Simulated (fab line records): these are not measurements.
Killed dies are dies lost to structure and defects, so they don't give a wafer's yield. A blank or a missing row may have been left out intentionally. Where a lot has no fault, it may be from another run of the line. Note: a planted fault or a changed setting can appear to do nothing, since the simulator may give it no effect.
fab line records ; flow n5Finfet ; part 1 of 2: steps 1 to 4 of 6
[record] lots = 22; wafers = 66; lastDay = 19
route steps=1938 shown BEOL_M9@1418 BEOL_M10@1488
lots that met no fault: from a run of the same line without faults
startH: hours from the record's first day to the start of the lot's first wafer shown ; waitH: hours from the lot's prior step to this one ; " repeats the value in the row above ; L1.1+2: several wafers, shown together as one row ; - either no value or no given start ; * or withheld: withheld ; < > ~ a bound
route shown NAME@n: names a module that has steps shown in the file, with the first one's number in the route ; usual: mean/standard deviation taken from wafers without a fault ; same: alike in all rows ; chamber/n: place in a boat ; sites: the reading at each site ; _std_site: how widely they spread, as a standard deviation ; _edge_site: mean of outer sites minus mean of inner sites ; radiusMm: how far each site lies from the wafer's centre ; mask NAME#n: copy n ; behind: the tool/chamber that last shaped the wafer ; hold: what put the lot on hold/how long, in hours/how the hold closed ; device: whichever transistor did not switch (one of n, p or np) ; end of line: the route-end tests of the same wafers ; a step given without rows: its recipe and nothing more ; killed: the dies lost at the first sort to structure and to defects; this is not the yield of the wafer ; map: a wafer's dies, x killed, . not, _ none there
set.NAME: the setting the step ran with; set.NAME@STEP: the setting that earlier step ran with ; model.NAME: the simulator's own value behind a step, which no gauge read
one table for each step of the route and one row for each wafer, over a sample of lots
services: the hour from which a tool's chamber was out of use, counted from the record's first day as startH (under 0 if before that day), plus the number of hours and why
[[steps]]
[step N5_BEOL_M9_ETCH_61]
[recipe] chemistry = CF4; target = SiARC; targetDepthA = 390; maskMaterial = CAR-ArF; timeS = 65; ionEnergyEv = 80; pressureMtorr = 40; sourceW = 545; biasW = 36; Ar_flow_sccm = 100; cf4FlowSccm = 100; ends = cleared
[usual] drypumpMotorCurrentA = 5.8/0.59; etchRfOnTimeS = 64.8/0.93; oesProductAu = 0.68/0.055; rfVppV = 184.1/1.2; showerheadPlenumPTorr = 2.15/0.065; throttleValvePct = 15.59/0.18
lot.wafer;tool;chamber;startH;waitH;drypumpMotorCurrentA;etchRfOnTimeS;oesProductAu;rfHoursCounterH;rfVppV;showerheadPlenumPTorr;throttleValvePct
L075.2;rieDiel-04;3;245.17;0.0;5.8;65.5;0.74;46;185.5;2.18;15.41
L075.4;rieDiel-04;0;245.17;0.0;5.3;64.7;0.78;33;185.0;2.27;15.35
L075.6;rieDiel-04;2;245.17;0.0;6.2;65.3;0.64;-;183.3;2.07;15.80
L077.2;rieDiel-01;3;250.71;0.0;5.4;63.5;0.75;25;181.9;2.11;15.25
L077.4;rieDiel-01;3;250.71;0.0;5.4;63.2;0.76;-;183.7;2.11;15.24
L077.6;rieDiel-01;1;250.71;0.0;6.8;64.2;0.68;-;184.7;2.16;15.52
L078.2;rieDiel-01;0;266.52;0.0;5.4;65.0;0.69;98;183.6;2.16;15.50
L078.3;rieDiel-01;1;266.52;0.0;6.7;65.1;0.67;108;183.1;2.16;15.52
L078.5;rieDiel-01;2;266.52;0.0;4.9;64.9;0.63;-;184.9;2.06;15.69
L076.1;rieDiel-04;1;266.63;0.0;5.9;63.0;0.64;171;186.4;2.22;15.75
L076.2;rieDiel-04;2;266.63;0.0;6.2;65.2;0.64;155;182.1;2.07;15.82
L076.5;rieDiel-04;0;266.63;0.0;5.3;64.3;0.77;-;186.0;2.26;15.37
L079.1;rieDiel-01;0;268.56;0.0;5.4;64.7;0.69;99;184.3;2.16;15.50
L079.2;rieDiel-01;1;268.56;0.0;6.7;64.4;0.68;109;183.9;2.16;15.53
L079.4;rieDiel-01;2;268.56;0.0;4.9;65.2;0.63;-;181.9;2.06;15.68
L080.3;rieDiel-01;0;274.67;0.0;5.4;64.9;0.69;100;184.5;2.16;15.50
L080.5;rieDiel-01;3;274.67;0.0;5.4;62.9;0.75;-;182.1;2.10;15.25
L080.6;rieDiel-01;0;274.67;0.0;5.4;64.9;0.68;-;183.6;2.16;15.51
L081.2;rieDiel-01;2;280.85;0.0;4.9;65.2;0.63;174;183.7;2.05;15.70
L081.3;rieDiel-01;0;280.85;0.0;5.5;64.8;0.68;102;183.3;2.16;15.52
L081.5;rieDiel-01;1;280.85;0.0;6.8;65.3;0.67;-;183.1;2.16;15.55
L082.1;rieDiel-04;1;293.35;0.0;5.9;63.8;0.64;178;185.5;2.22;15.75
L082.3;rieDiel-04;2;293.35;0.0;6.2;65.3;0.63;162;183.8;2.07;15.84
L082.4;rieDiel-04;0;293.35;0.0;5.4;64.6;0.77;46;185.0;2.26;15.37
L083.1;rieDiel-04;1;296.28;0.0;5.9;65.4;0.63;179;184.8;2.22;15.74
L083.3;rieDiel-04;2;296.28;0.0;6.2;67.3;0.62;163;183.9;2.07;15.84
L083.5;rieDiel-04;2;296.28;0.0;6.2;67.0;0.62;-;183.2;2.07;15.83
L086.1;rieDiel-06;0;302.55;0.0;6.3;63.9;0.73;64;184.6;2.18;15.40
L086.3;rieDiel-06;2;302.55;0.0;6.6;64.0;0.74;44;183.5;2.18;15.61
L086.4;rieDiel-06;1;302.55;0.0;5.0;66.3;0.60;234;184.2;2.11;15.73
L085.1;rieDiel-01;1;314.04;0.0;6.8;64.5;0.66;122;182.9;2.15;15.55
L085.4;rieDiel-01;3;314.04;0.0;5.4;63.5;0.73;42;183.2;2.10;15.29
L085.5;rieDiel-01;3;314.04;0.0;5.4;64.0;0.72;-;182.8;2.10;15.29
L087.1;rieDiel-04;3;317.13;0.0;5.9;64.8;0.72;67;184.6;2.17;15.44
L087.2;rieDiel-04;2;317.13;0.0;6.2;66.2;0.63;169;183.4;2.06;15.84
L087.5;rieDiel-04;0;317.13;0.0;5.3;65.0;0.75;-;185.9;2.26;15.41
L088.2;rieDiel-04;2;323.65;0.0;6.2;65.9;0.62;171;183.9;2.06;15.85
L088.3;rieDiel-04;1;323.65;0.0;5.9;63.7;0.63;187;184.3;2.22;15.78
L088.5;rieDiel-04;1;323.65;0.0;5.9;63.7;0.62;-;185.1;2.22;15.78
L089.2;rieDiel-01;1;324.09;0.0;6.9;65.4;0.66;126;183.7;2.15;15.59
L089.3;rieDiel-01;3;324.09;0.0;5.4;64.7;0.71;46;183.0;2.10;15.30
L089.4;rieDiel-01;2;324.09;0.0;4.9;65.5;0.62;188;182.0;2.05;15.71
L090.1;rieDiel-04;3;335.79;0.0;5.9;64.8;0.72;72;183.1;2.17;15.46
L090.3;rieDiel-04;0;335.79;0.0;5.3;65.1;0.74;59;184.1;2.26;15.41
L090.6;rieDiel-04;2;335.79;0.0;6.2;66.2;0.62;-;183.9;2.06;15.85
L091.2;rieDiel-04;0;345.04;0.0;5.4;64.2;0.74;61;183.3;2.26;15.42
L091.5;rieDiel-04;1;345.04;0.0;5.9;63.6;0.62;-;185.8;2.21;15.80
L091.6;rieDiel-04;2;345.04;0.0;6.2;65.6;0.62;-;183.5;2.06;15.86
L092.1;rieDiel-06;1;345.41;0.0;4.9;66.3;0.59;249;183.4;2.11;15.75
L092.5;rieDiel-06;0;345.41;0.0;6.2;64.3;0.72;-;185.3;2.17;15.43
L092.6;rieDiel-06;2;345.41;0.0;6.6;63.6;0.73;-;183.9;2.17;15.64
L093.2;rieDiel-06;2;351.25;0.0;6.6;64.3;0.73;61;184.8;2.17;15.65
L093.4;rieDiel-06;2;351.25;0.0;6.6;64.0;0.72;-;186.6;2.17;15.66
L093.6;rieDiel-06;0;351.25;0.0;6.3;64.3;0.70;-;184.6;2.17;15.45
L094.2;rieDiel-01;2;351.67;0.0;4.9;65.1;0.62;196;183.4;2.05;15.75
L094.5;rieDiel-01;1;351.67;0.0;6.8;64.5;0.65;-;183.9;2.15;15.58
L094.6;rieDiel-01;0;351.67;0.0;5.4;64.8;0.67;-;184.3;2.15;15.56
L095.2;rieDiel-06;3;363.55;0.0;5.1;64.4;0.83;4;185.5;2.27;15.57
L095.5;rieDiel-06;3;363.55;0.0;5.1;64.3;0.83;-;185.6;2.27;15.56
L095.6;rieDiel-06;0;363.55;0.0;6.2;64.0;0.71;-;182.4;2.17;15.44
L096.1;rieDiel-04;0;376.50;0.0;5.3;65.0;0.74;70;185.2;2.25;15.43
L096.3;rieDiel-04;2;376.50;0.0;6.2;66.2;0.61;188;183.8;2.06;15.87
L096.4;rieDiel-04;1;376.50;0.0;5.9;64.1;0.62;204;184.7;2.21;15.80
L097.2;rieDiel-01;1;386.28;0.0;6.8;64.5;0.65;144;183.3;2.14;15.62
L097.3;rieDiel-01;0;386.28;0.0;5.4;65.1;0.66;134;184.1;2.15;15.56
L097.5;rieDiel-01;2;386.28;0.0;4.9;65.3;0.60;-;181.7;2.04;15.77
[step N5_BEOL_M9_ETCH_66]
[recipe] chemistry = N2/H2; target = SOC; targetDepthA = 800; overetchA = 160; maskMaterial = SiARC; tempC = 40; timeS = 120; ionEnergyEv = 200; pressureMtorr = 30; sourceW = 840; biasW = 150; n2FlowSccm = 200; h2FlowSccm = 200
[usual] drypumpMotorCurrentA = 5.7/0.66; oesProductAu = 0.61/0.049; rfVppV = 523.7/2.2; showerheadPlenumPTorr = 2.54/0.079; throttleValvePct = 17.81/0.19
lot.wafer;tool;chamber;startH;waitH;drypumpMotorCurrentA;oesProductAu;rfHoursCounterH;rfVppV;showerheadPlenumPTorr;throttleValvePct
L075.2;rieDiel-04;3;249.20;0.0;5.9;0.67;47;525.3;2.58;17.64
L075.4;rieDiel-04;1;249.20;0.0;5.9;0.57;165;525.3;2.65;17.94
L075.6;rieDiel-04;3;249.20;0.0;5.8;0.67;-;524.1;2.58;17.62
L077.2;rieDiel-06;1;252.42;0.0;4.9;0.56;223;524.4;2.51;17.85
L077.4;rieDiel-06;2;252.42;0.0;6.6;0.68;30;525.2;2.59;17.87
L077.6;rieDiel-06;0;252.42;0.0;6.3;0.66;-;524.6;2.59;17.66
L076.1;rieDiel-01;1;268.18;0.0;6.8;0.61;108;525.0;2.56;17.79
L076.2;rieDiel-01;0;268.18;0.0;5.4;0.61;98;524.7;2.57;17.71
L076.5;rieDiel-01;2;268.18;0.0;4.9;0.57;-;521.8;2.43;17.90
L078.2;rieDiel-06;0;268.22;0.0;6.3;0.65;53;525.1;2.59;17.68
L078.3;rieDiel-06;3;268.22;0.0;5.1;0.54;229;521.0;2.41;18.24
L078.5;rieDiel-06;0;268.22;0.0;6.3;0.66;-;525.1;2.59;17.67
L079.1;rieDiel-01;0;273.79;0.0;5.4;0.62;100;524.3;2.57;17.72
L079.2;rieDiel-01;1;273.79;0.0;6.7;0.61;110;523.9;2.56;17.80
L079.4;rieDiel-01;2;273.79;0.0;4.9;0.57;172;520.1;2.43;17.89
L080.3;rieDiel-01;3;275.78;0.0;5.4;0.67;30;524.0;2.48;17.45
L080.5;rieDiel-01;2;275.78;0.0;4.9;0.56;-;520.6;2.43;17.87
L080.6;rieDiel-01;3;275.78;0.0;5.3;0.66;-;522.5;2.48;17.44
L081.2;rieDiel-01;2;285.34;0.0;4.8;0.56;175;520.6;2.43;17.89
L081.3;rieDiel-01;0;285.34;0.0;5.5;0.61;104;524.2;2.57;17.71
L081.5;rieDiel-01;3;285.34;0.0;5.4;0.65;-;522.4;2.48;17.44
L082.1;rieDiel-01;1;295.39;0.0;6.7;0.60;116;525.0;2.56;17.81
L082.3;rieDiel-01;0;295.39;0.0;5.5;0.61;107;524.3;2.57;17.73
L082.4;rieDiel-01;3;295.39;0.0;5.4;0.65;36;522.2;2.48;17.44
L083.1;rieDiel-04;0;297.78;0.0;5.4;0.68;48;527.9;2.70;17.61
L083.3;rieDiel-04;1;297.78;0.0;5.9;0.56;180;525.2;2.64;17.95
L083.5;rieDiel-04;0;297.78;0.0;5.4;0.68;-;527.9;2.70;17.61
L086.1;rieDiel-04;0;305.89;0.0;5.4;0.67;51;527.0;2.70;17.61
L086.3;rieDiel-04;3;305.89;0.0;5.9;0.65;63;524.5;2.57;17.66
L086.4;rieDiel-04;2;305.89;0.0;6.2;0.56;166;520.1;2.43;18.11
L085.1;rieDiel-01;0;316.56;0.0;5.4;0.61;113;523.9;2.56;17.74
L085.4;rieDiel-01;1;316.56;0.0;6.8;0.59;123;524.5;2.56;17.81
L085.5;rieDiel-01;3;316.56;0.0;5.4;0.64;-;522.1;2.48;17.46
L087.1;rieDiel-01;1;318.45;0.0;6.7;0.60;124;522.2;2.55;17.80
L087.2;rieDiel-01;0;318.45;0.0;5.5;0.61;114;523.3;2.56;17.74
L087.5;rieDiel-01;2;318.45;0.0;4.9;0.55;-;520.2;2.43;17.90
L088.2;rieDiel-01;2;324.85;0.0;4.9;0.56;188;520.0;2.42;17.92
L088.3;rieDiel-01;1;324.85;0.0;6.8;0.59;126;523.4;2.55;17.83
L088.5;rieDiel-01;1;324.85;0.0;6.8;0.59;-;524.8;2.55;17.82
L089.2;rieDiel-06;1;327.62;0.0;4.9;0.54;242;523.3;2.50;17.92
L089.3;rieDiel-06;2;327.62;0.0;6.6;0.66;51;525.2;2.58;17.90
L089.4;rieDiel-06;3;327.62;0.0;5.1;0.53;248;519.9;2.40;18.27
L090.1;rieDiel-01;3;337.71;0.0;5.4;0.65;49;522.4;2.47;17.46
L090.3;rieDiel-01;0;337.71;0.0;5.5;0.60;119;523.9;2.56;17.75
L090.6;rieDiel-01;2;337.71;0.0;4.9;0.55;-;518.6;2.42;17.92
L091.2;rieDiel-06;2;346.42;0.0;6.6;0.65;59;525.6;2.58;17.91
L091.5;rieDiel-06;2;346.42;0.0;6.6;0.65;-;524.9;2.58;17.92
L091.6;rieDiel-06;0;346.42;0.0;6.3;0.63;-;524.1;2.58;17.73
L092.1;rieDiel-06;1;347.18;0.0;4.9;0.53;250;522.3;2.50;17.92
L092.5;rieDiel-06;2;347.18;0.0;6.6;0.65;-;526.9;2.58;17.92
L092.6;rieDiel-06;1;347.18;0.0;5.0;0.54;-;522.1;2.50;17.91
L093.2;rieDiel-06;1;352.17;0.0;4.9;0.54;253;522.5;2.50;17.92
L093.4;rieDiel-06;2;352.17;0.0;6.6;0.64;-;524.4;2.58;17.91
L093.6;rieDiel-06;1;352.17;0.0;4.9;0.54;-;521.7;2.50;17.94
L094.2;rieDiel-06;1;352.91;0.0;5.0;0.54;253;523.1;2.50;17.93
L094.5;rieDiel-06;0;352.91;0.0;6.3;0.62;-;525.3;2.58;17.70
L094.6;rieDiel-06;2;352.91;0.0;6.6;0.64;-;524.9;2.58;17.93
L095.2;rieDiel-04;2;367.80;0.0;6.2;0.55;185;521.9;2.42;18.13
L095.5;rieDiel-04;1;367.80;0.0;5.9;0.56;-;525.5;2.63;18.00
L095.6;rieDiel-04;0;367.80;0.0;5.4;0.66;-;527.9;2.69;17.65
L096.1;rieDiel-06;1;379.29;0.0;4.9;0.75;2;521.7;2.50;17.47
L096.3;rieDiel-06;3;379.29;0.0;5.1;0.71;9;527.8;2.71;17.86
L096.4;rieDiel-06;0;379.29;0.0;6.3;0.62;92;524.4;2.57;17.75
L097.2;rieDiel-04;1;387.22;0.0;5.9;0.55;207;524.9;2.63;18.00
L097.3;rieDiel-04;2;387.22;0.0;6.2;0.55;191;520.7;2.42;18.15
L097.5;rieDiel-04;3;387.22;0.0;5.9;0.63;-;524.3;2.56;17.70
[step N5_BEOL_M9_CD_MEAS_35]
[recipe] targetCdNm = 70; targetCdYNm = 40; polarity = opening
[usual] cdNm = 70.0/0.55
lot.wafer;tool;chamber;startH;waitH;cdNm
L075.2;cdSem-01;-;249.75;0.0;70.7
L075.4;cdSem-01;-;249.75;0.0;70.3
L075.6;cdSem-01;-;249.75;0.0;70.1
L077.2;cdSem-01;-;252.96;0.0;69.2
L077.4;cdSem-01;-;252.96;0.0;71.0
L077.6;cdSem-01;-;252.96;0.0;70.1
L076.1;cdSem-02;-;268.71;0.0;68.7
L076.2;cdSem-02;-;268.71;0.0;68.6
L076.5;cdSem-02;-;268.71;0.0;68.5
L078.2;cdSem-01;-;268.75;0.0;71.2
L078.3;cdSem-01;-;268.75;0.0;70.9
L078.5;cdSem-01;-;268.75;0.0;70.3
L079.1;cdSem-03;-;274.32;0.0;71.0
L079.2;cdSem-03;-;274.32;0.0;69.7
L079.4;cdSem-03;-;274.32;0.0;70.0
L080.3;cdSem-02;-;276.41;0.0;70.0
L080.5;cdSem-02;-;276.41;0.0;69.5
L080.6;cdSem-02;-;276.41;0.0;69.8
L081.2;cdSem-02;-;285.87;0.0;70.1
L081.3;cdSem-02;-;285.87;0.0;70.0
L081.5;cdSem-02;-;285.87;0.0;70.4
L082.1;cdSem-02;-;295.92;0.0;70.6
L082.3;cdSem-02;-;295.92;0.0;70.7
L082.4;cdSem-02;-;295.92;0.0;70.3
L083.1;cdSem-02;-;298.31;0.0;70.7
L083.3;cdSem-02;-;298.31;0.0;70.1
L083.5;cdSem-02;-;298.31;0.0;70.3
L086.1;cdSem-03;-;306.42;0.0;70.0
L086.3;cdSem-03;-;306.42;0.0;69.8
L086.4;cdSem-03;-;306.42;0.0;69.9
L085.1;cdSem-02;-;317.09;0.0;70.2
L085.4;cdSem-02;-;317.09;0.0;70.2
L085.5;cdSem-02;-;317.09;0.0;70.3
L087.1;cdSem-03;-;318.98;0.0;69.3
L087.2;cdSem-03;-;318.98;0.0;69.3
L087.5;cdSem-03;-;318.98;0.0;68.8
L088.2;cdSem-01;-;325.38;0.0;70.8
L088.3;cdSem-01;-;325.38;0.0;70.4
L088.5;cdSem-01;-;325.38;0.0;70.9
L089.2;cdSem-01;-;328.15;0.0;69.6
L089.3;cdSem-01;-;328.15;0.0;69.4
L089.4;cdSem-01;-;328.15;0.0;69.3
L090.1;cdSem-02;-;338.24;0.0;69.7
L090.3;cdSem-02;-;338.24;0.0;69.3
L090.6;cdSem-02;-;338.24;0.0;70.2
L091.2;cdSem-02;-;346.95;0.0;69.3
L091.5;cdSem-02;-;346.95;0.0;70.1
L091.6;cdSem-02;-;346.95;0.0;69.4
L092.1;cdSem-02;-;347.71;0.0;69.1
L092.5;cdSem-02;-;347.71;0.0;70.1
L092.6;cdSem-02;-;347.71;0.0;70.0
L093.2;cdSem-03;-;352.70;0.0;70.8
L093.4;cdSem-03;-;352.70;0.0;70.3
L093.6;cdSem-03;-;352.70;0.0;69.6
L094.2;cdSem-01;-;353.45;0.0;70.3
L094.5;cdSem-01;-;353.45;0.0;71.0
L094.6;cdSem-01;-;353.45;0.0;71.2
L095.2;cdSem-03;-;368.33;0.0;69.6
L095.5;cdSem-03;-;368.33;0.0;70.6
L095.6;cdSem-03;-;368.33;0.0;70.5
L096.1;cdSem-02;-;379.82;0.0;70.2
L096.3;cdSem-02;-;379.82;0.0;69.6
L096.4;cdSem-02;-;379.82;0.0;69.8
L097.2;cdSem-03;-;387.76;0.0;70.4
L097.3;cdSem-03;-;387.76;0.0;69.9
L097.5;cdSem-03;-;387.76;0.0;70.2
[step N5_BEOL_M10_ETCH_62]
[recipe] chemistry = N2/H2; target = SOC; targetDepthA = 1100; overetchA = 220; maskMaterial = SiARC; tempC = 40; timeS = 165; ionEnergyEv = 200; pressureMtorr = 30; sourceW = 840; biasW = 150; n2FlowSccm = 200; h2FlowSccm = 200
[usual] drypumpMotorCurrentA = 5.9/0.49; oesProductAu = 0.67/0.063; rfVppV = 525.3/2.2; showerheadPlenumPTorr = 2.60/0.077; throttleValvePct = 17.84/0.25
lot.wafer;tool;chamber;startH;waitH;drypumpMotorCurrentA;oesProductAu;rfHoursCounterH;rfVppV;showerheadPlenumPTorr;throttleValvePct
L075.2;rieDiel-03;1;254.98;0.0;6.7;0.62;203;528.1;2.63;17.54
L075.4;rieDiel-03;3;254.98;0.0;6.1;0.63;-;522.3;2.52;17.89
L075.6;rieDiel-03;1;254.98;0.0;6.7;0.62;-;526.9;2.63;17.53
L077.2;rieDiel-03;2;258.80;0.0;5.8;0.71;60;528.3;2.70;18.05
L077.4;rieDiel-03;2;258.80;0.0;5.8;0.71;-;527.3;2.70;18.08
L077.6;rieDiel-03;1;258.80;0.0;6.7;0.61;-;526.4;2.63;17.56
L076.1;rieDiel-03;1;275.12;0.0;6.7;0.61;210;525.1;2.63;17.56
L076.2;rieDiel-03;0;275.12;0.0;6.4;0.73;35;525.7;2.59;17.54
L076.5;rieDiel-03;0;275.12;0.0;6.4;0.73;-;525.6;2.59;17.56
L078.2;rieDiel-02;2;275.68;0.0;6.1;0.76;23;528.7;2.70;17.73
L078.3;rieDiel-02;3;275.68;0.0;5.8;0.67;125;526.8;2.66;18.05
L078.5;rieDiel-02;2;275.68;0.0;6.1;0.76;-;529.1;2.71;17.71
L079.1;rieDiel-02;3;280.83;0.0;5.8;0.67;127;527.8;2.66;18.05
L079.2;rieDiel-02;0;280.83;0.0;6.2;0.60;217;525.7;2.62;17.88
L079.4;rieDiel-02;2;280.83;0.0;6.1;0.75;25;527.1;2.70;17.73
L080.3;rieDiel-05;3;282.37;0.0;6.4;0.59;227;525.2;2.61;17.99
L080.5;rieDiel-05;3;282.37;0.0;6.4;0.59;-;525.8;2.61;17.96
L080.6;rieDiel-05;0;282.37;0.0;5.7;0.61;-;526.0;2.65;18.14
L081.2;rieDiel-05;3;292.44;0.0;6.4;0.59;230;527.1;2.60;17.98
L081.3;rieDiel-05;2;292.44;0.0;5.9;0.78;8;524.8;2.60;17.29
L081.5;rieDiel-05;3;292.44;0.0;6.4;0.59;-;524.5;2.61;17.97
L082.1;rieDiel-05;3;302.00;0.0;6.4;0.59;233;525.7;2.60;17.98
L082.3;rieDiel-05;1;302.00;0.0;4.9;0.69;90;519.6;2.46;17.53
L082.4;rieDiel-05;0;302.00;0.0;5.7;0.60;173;525.0;2.65;18.12
L083.1;rieDiel-05;3;306.12;0.0;6.4;0.59;235;525.9;2.60;17.99
L083.3;rieDiel-05;0;306.12;0.0;5.7;0.60;175;526.1;2.65;18.14
L083.5;rieDiel-05;3;306.12;0.0;6.4;0.59;-;525.0;2.60;17.98
L086.1;rieDiel-05;3;312.51;0.0;6.4;0.59;237;525.8;2.60;18.01
L086.3;rieDiel-05;2;312.51;0.0;5.9;0.77;14;525.1;2.60;17.30
L086.4;rieDiel-05;1;312.51;0.0;4.9;0.69;93;520.8;2.45;17.54
L085.1;rieDiel-03;1;323.83;0.0;6.7;0.60;224;525.6;2.62;17.56
L085.4;rieDiel-03;2;323.83;0.0;5.8;0.68;87;527.8;2.69;18.13
L085.5;rieDiel-03;3;323.83;0.0;6.1;0.61;-;523.0;2.51;17.94
L087.1;rieDiel-02;1;324.27;0.0;5.0;0.69;85;523.0;2.48;17.89
L087.2;rieDiel-02;2;324.27;0.0;6.1;0.73;39;527.8;2.70;17.77
L087.5;rieDiel-02;0;324.27;0.0;6.2;0.59;-;525.4;2.61;17.92
L088.2;rieDiel-02;3;333.26;0.0;5.8;0.65;145;526.9;2.65;18.11
L088.3;rieDiel-02;1;333.26;0.0;5.0;0.68;89;521.4;2.47;17.91
L088.5;rieDiel-02;1;333.26;0.0;5.0;0.69;-;522.4;2.48;17.90
L089.2;rieDiel-02;0;333.87;0.0;6.2;0.58;234;524.7;2.61;17.90
L089.3;rieDiel-02;2;333.87;0.0;6.1;0.73;44;526.7;2.70;17.77
L089.4;rieDiel-02;1;333.87;0.0;5.0;0.69;90;520.8;2.47;17.88
L090.1;rieDiel-02;0;342.92;0.0;6.2;0.59;239;525.6;2.61;17.92
L090.3;rieDiel-02;1;342.92;0.0;5.0;0.69;94;521.5;2.47;17.90
L090.6;rieDiel-02;2;342.92;0.0;6.1;0.72;-;528.6;2.69;17.78
L091.2;rieDiel-02;0;351.98;0.0;6.2;0.58;241;526.9;2.61;17.91
L091.5;rieDiel-02;3;351.98;0.0;5.8;0.66;-;525.0;2.65;18.11
L091.6;rieDiel-02;2;351.98;0.0;6.0;0.72;-;526.7;2.69;17.77
L092.1;rieDiel-05;1;353.21;0.1;4.9;0.68;107;522.5;2.45;17.56
L092.5;rieDiel-05;3;353.21;0.1;6.4;0.58;-;526.6;2.60;18.00
L092.6;rieDiel-05;1;353.21;0.1;4.9;0.68;-;522.0;2.45;17.57
L093.2;rieDiel-03;0;359.23;0.0;6.5;0.70;72;524.8;2.57;17.61
L093.4;rieDiel-03;2;359.23;0.0;5.8;0.67;102;527.9;2.68;18.17
L093.6;rieDiel-03;2;359.23;0.0;5.8;0.67;-;526.6;2.68;18.15
L094.2;rieDiel-02;1;363.54;0.0;5.0;0.68;101;522.0;2.47;17.92
L094.5;rieDiel-02;1;363.54;0.0;5.0;0.68;-;521.8;2.47;17.91
L094.6;rieDiel-02;0;363.54;0.0;6.2;0.58;-;524.0;2.60;17.92
L095.2;rieDiel-05;2;373.60;0.1;5.9;0.73;35;525.4;2.59;17.34
L095.5;rieDiel-05;0;373.60;0.1;5.7;0.60;-;526.7;2.64;18.16
L095.6;rieDiel-05;2;373.60;0.1;5.9;0.72;-;524.1;2.59;17.33
L096.1;rieDiel-05;0;386.62;0.0;5.7;0.59;196;526.3;2.64;18.18
L096.3;rieDiel-05;2;386.62;0.0;5.9;0.71;42;525.9;2.59;17.36
L096.4;rieDiel-05;3;386.62;0.0;6.4;0.83;-;524.6;2.60;17.58
L097.2;rieDiel-03;2;394.42;0.0;5.8;0.65;117;527.6;2.67;18.19
L097.3;rieDiel-03;0;394.42;0.0;6.4;0.69;88;525.6;2.57;17.65
L097.5;rieDiel-03;0;394.42;0.0;6.4;0.68;-;524.3;2.57;17.65
